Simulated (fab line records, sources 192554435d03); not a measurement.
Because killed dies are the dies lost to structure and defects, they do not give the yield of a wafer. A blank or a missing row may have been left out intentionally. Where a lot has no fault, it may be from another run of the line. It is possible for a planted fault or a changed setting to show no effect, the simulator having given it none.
The tool behind it: which one? | flow n5-finfet | 7 lots, 21 wafers sampled, at 3 steps of a route of 1938

## WHAT THE GAUGES READ, wafer by wafer
N5_BEOL_M4_RC_MEAS_101. Usual: DIBL_N 36.4 mV/V, standard deviation 1.6; DIBL_P 35.9 mV/V, standard deviation 2; IOFF_N 0.152 nA/um, standard deviation 0.03; IOFF_P 0.20 nA/um, standard deviation 0.032; ION_N 670 uA/um, standard deviation 12; ION_P 459 uA/um, standard deviation 7.3; SS_N 71.6 mV/dec, standard deviation 0.55; SS_P 73.2 mV/dec, standard deviation 0.69; VT_N 251 mV, standard deviation 3.5; VT_P -252 mV, standard deviation 3.2.
lot  | measured     | on        | DIBL_N (mV/V)  | DIBL_P (mV/V)  | IOFF_N (nA/um)    | IOFF_P (nA/um) | ION_N (uA/um) | ION_P (uA/um) | SS_N (mV/dec)  | SS_P (mV/dec)  | VT_N (mV)   | VT_P (mV)      | flag
L652 | day 9 05:32  | prober-01 | 37.2 35.7 34.9 | 37.4 35.0 35.2 | 0.177 0.148 0.142 | 0.22 0.19 0.18 | 688 679 678   | 468 459 460   | 72.4 71.9 71.8 | 73.6 72.8 72.6 | 247 251 251 | -248 -252 -250 |
L659 | day 11 00:14 | prober-02 | 36.0 38.8 35.1 | 33.9 37.8 34.1 | 0.134 0.198 0.120 | 0.17 0.24 0.18 | 659 688 667   | 455 470 461   | 70.7 71.3 71.5 | 73.4 74.6 73.5 | 252 245 254 | -251 -250 -252 |
L661 | day 11 01:50 | prober-01 | 37.7 36.0 35.7 | 38.5 35.9 35.7 | 0.175 0.139 0.132 | 0.23 0.19 0.18 | 684 661 671   | 468 456 463   | 73.0 71.8 71.7 | 74.5 73.3 73.7 | 250 253 255 | -248 -254 -251 |
L667 | day 12 21:31 | prober-01 | 36.0 36.4 37.2 | 36.9 37.4 37.1 | 0.172 0.175 0.193 | 0.20 0.21 0.21 | 681 680 684   | 468 466 462   | 72.0 71.5 72.3 | 73.3 73.0 73.7 | 247 249 248 | -250 -248 -247 |
L668 | day 13 18:13 | prober-02 | 35.5 33.3 32.5 | 34.6 32.0 31.6 | 0.143 0.106 0.095 | 0.17 0.14 0.14 | 661 646 644   | 452 449 448   | 71.1 71.1 70.4 | 73.7 71.9 72.4 | 252 258 255 | -251 -256 -253 |
L671 | day 13 18:51 | prober-01 | 35.6 35.7 34.8 | 34.2 34.9 32.8 | 0.128 0.124 0.117 | 0.16 0.16 0.14 | 659 668 654   | 445 458 447   | 71.3 71.0 71.2 | 73.0 73.4 72.5 | 255 254 256 | -257 -258 -261 |
L670 | day 13 23:13 | prober-02 | 35.3 36.3 34.5 | 35.4 35.6 35.5 | 0.135 0.160 0.127 | 0.19 0.20 0.20 | 671 667 664   | 458 452 464   | 71.7 72.3 71.1 | 73.6 73.2 73.2 | 255 253 254 | -253 -252 -251 |

N5_BEOL_M7_CD_MEAS_18: pitch 80 nm, target cd 40 nm. Usual: cd-nm 40.1 nm, standard deviation 0.57.
lot  | measured     | on        | cd-nm (nm)     | flag
L652 | day 10 05:17 | cd-sem-01 | 40.2 40.4 39.9 |
L659 | day 12 03:16 | cd-sem-01 | 40.1 39.9 39.7 |
L661 | day 12 03:49 | cd-sem-02 | 40.5 38.9 39.7 |
L667 | day 13 21:01 | cd-sem-03 | 40.9 40.4 39.1 |
L668 | day 14 15:59 | cd-sem-01 | 40.0 39.7 39.8 |
L671 | day 14 17:13 | cd-sem-02 | 39.7 41.0 40.4 |
L670 | day 15 00:25 | cd-sem-02 | 40.9 41.2 40.5 |

## EACH LOT AND THE TOOL THAT RAN IT (in order: tool; ch and the chambers of the sampled wafers; start)
lot  | N5_BEOL_M7_CURE_74
L652 | uv-cure-03 ch 1, day 10 02:40
L659 | uv-cure-01 ch 0, day 11 23:23
L661 | uv-cure-01 ch 2, day 12 01:12
L667 | uv-cure-01 ch 0, day 13 18:32
L668 | uv-cure-01 ch 0, day 14 14:02
L671 | uv-cure-03 ch 2, day 14 15:20
L670 | uv-cure-02 ch 0, day 14 21:44
- N5_BEOL_M7_CURE_74: cures SiCOH lowk, time 240 s.

## WHAT THE TOOLS THEMSELVES READ (means of the sampled wafers that have a number; where no wafer has one, the mark that the record gives instead)
N5_BEOL_M7_CURE_74. Usual: lamp-power-pct 52.31 %, standard deviation 0.058; wafer_temp_C_max 386.8, standard deviation 0.43.
lot  | tool       | lamp-power-pct (%) | wafer_temp_C_max | flag
L652 | uv-cure-03 | 52.34              | 386.3            |
L659 | uv-cure-01 | 52.38              | 386.7            |
L661 | uv-cure-01 | 52.27              | 386.3            |
L667 | uv-cure-01 | 52.29              | 386.8            |
L668 | uv-cure-01 | 52.30              | 386.6            |
L671 | uv-cure-03 | 52.35              | 386.8            |
L670 | uv-cure-02 | 52.34              | 386.3            |

## THE ANSWER, worked out from the rows above alone
Rule: lot off if the mean of its wafers having a number is beyond 3 standard deviations from the usual mean. Also off: a lot with no number at a reading for which 4 or more lots have one. Any other lot the step has rows for is counted as sound. After the gauges, taken in route order, come the tools' own readings; for these a lot's mean is taken, as printed above. At the first step where some lot is off, the reading lying furthest off is the one used; lots without a number count as furthest.
No lot is off at any reading shown: from this, nothing can be told.

## WHAT THE SIMULATOR PUT IN
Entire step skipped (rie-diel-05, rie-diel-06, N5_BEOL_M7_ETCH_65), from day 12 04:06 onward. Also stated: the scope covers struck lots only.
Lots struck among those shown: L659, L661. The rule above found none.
